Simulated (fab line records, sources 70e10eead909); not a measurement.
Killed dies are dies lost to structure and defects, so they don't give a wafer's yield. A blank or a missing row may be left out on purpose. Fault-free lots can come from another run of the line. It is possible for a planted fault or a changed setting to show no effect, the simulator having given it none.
Struck lot and sound lot, side by side    flow nand_harc    14 out of 1159 route steps
Sound: these wafers, L575.1, L575.4, L575.6. Struck: wafers L582.1, L582.5, L582.6. The cause is given at the end.
Each step with rows lists, per side, the tool, then ch with its chambers, then its first start. Under that, the readings that differ: sound wafers    struck wafers    difference of the means    sigmas: that difference in standard deviations of wafers without a fault.
alike: readings with means less than 2 such deviations apart, plus words and numbers identical on both sides. not compared: withheld readings, readings lacking a value on some wafer, bounds such as >300 that could conceal the same value, and numbers that have no deviation in the record and whose values overlap.
A row with sigmas, a row that says differs or no value, or rows on one side alone: a step with any of these is where the two part. Numbers that have no deviation but don't overlap get no sigmas and don't part them. A reading missing from all wafers of one side parts the sides only when that side holds two or more wafers.

NHARC_P_M0_PRE_CLEAN_29: time 30 s.
  sound on pvd_sputter-01; struck on pvd_sputter-03
  alike: heater_power_w
NHARC_P_M0_PVD_20: deposits TaN, target thk 5 nm, time 8.06 s.
  sound on pvd_sputter-01; struck on pvd_sputter-03
  alike: chamber_pressure_pa, throttle_valve_pct
NHARC_P_M0_PVD_21: deposits Cu, target thk 30 nm, time 20.49 s.
  sound on pvd_sputter-01; struck on pvd_sputter-03
  alike: chamber_pressure_pa, throttle_valve_pct
then, 2 steps without rows for these wafers: NHARC_P_M0_ECD_22 (material Cu, target thk 400 nm); NHARC_P_M0_ANNEAL_30 (time 90 s).
NHARC_P_M0_CMP_23: polishes, t overpolish 20 s, target thk 117.53 nm.
  sound on cmp-03 ch 1,2,3, day 7 01:01; struck on cmp-01 ch 0,1,3, day 8 15:49
  alike: motor_current_A, time_to_endpoint_s
NHARC_P_M0_THK_MEAS_24: measures by xrf.
  sound: film_metro-02 at day 7 01:17; struck: film_metro-01 at day 8 16:05
  alike: thk_nm
then, 1 step without rows for these wafers: NHARC_P_M0_SRD_25.
NHARC_P_M0_INSPECT_27:
  sound: defect_inspect-01 at day 7 01:26; struck: defect_inspect-01 at day 8 16:14
  alike: raw_defect_count
NHARC_P_M0_PRE_CLEAN_31: time 12 s.
  sound on pecvd-01 ch 0,1,2, day 7 01:32; struck on pecvd-01 ch 0,2, day 8 16:19
  alike: heater_power_w
then, 1 step without rows for these wafers: NHARC_P_M0_DEP_32 (deposits SiCN, target thk 30 nm).
NHARC_P_M1_DEP_00: deposits SiOC, target thk 182.5 nm.
  sound on pecvd-04 ch 0,1,2, day 7 02:02; struck on pecvd-01 ch 0,1,2, day 8 17:21
then, 1 step without rows for these wafers: NHARC_P_M1_DEHYDRATE_01 (time 120 s).
-- jump in the record: it breaks off in module P_M1 and resumes in module END (first step shown: number 1159 of the route), and 13 days separate the struck wafers' starts before and after --
NHARC_END_SORT_01:
  sound on prober-01 ch 0, day 20 07:35; struck on prober-02 ch 0, day 21 13:49
reading                   sound           struck          difference  sigmas
defect_limited_yield (%)  98.4 97.0 96.8  0 0 0           -97         -75
killed_at_periphery       3 4 8           662 670 666     +661        +99 or more
killed_dies               11 20 22        677 677 677     +659        +74
sort_bin_2_pct (%)        0.7 1.0 0.4     98.1 98.7 98.4  +97.7       +99 or more
sort_n_pass               666 657 655     0 0 0           -659        -74
sort_rim_yield_pct (%)    96.2 98.1 93.4  0 0 0           -96         -34
sort_yield_pct (%)        98.4 97.0 96.8  0 0 0           -97         -75
  alike: killed_at_array, killed_at_other, killed_open, killed_short, sort_bin_3_pct, sort_bin_4_pct

== WHERE THEY PART ==
Within this record, at NHARC_END_SORT_01 only.

WHY: what had been put in by the simulator
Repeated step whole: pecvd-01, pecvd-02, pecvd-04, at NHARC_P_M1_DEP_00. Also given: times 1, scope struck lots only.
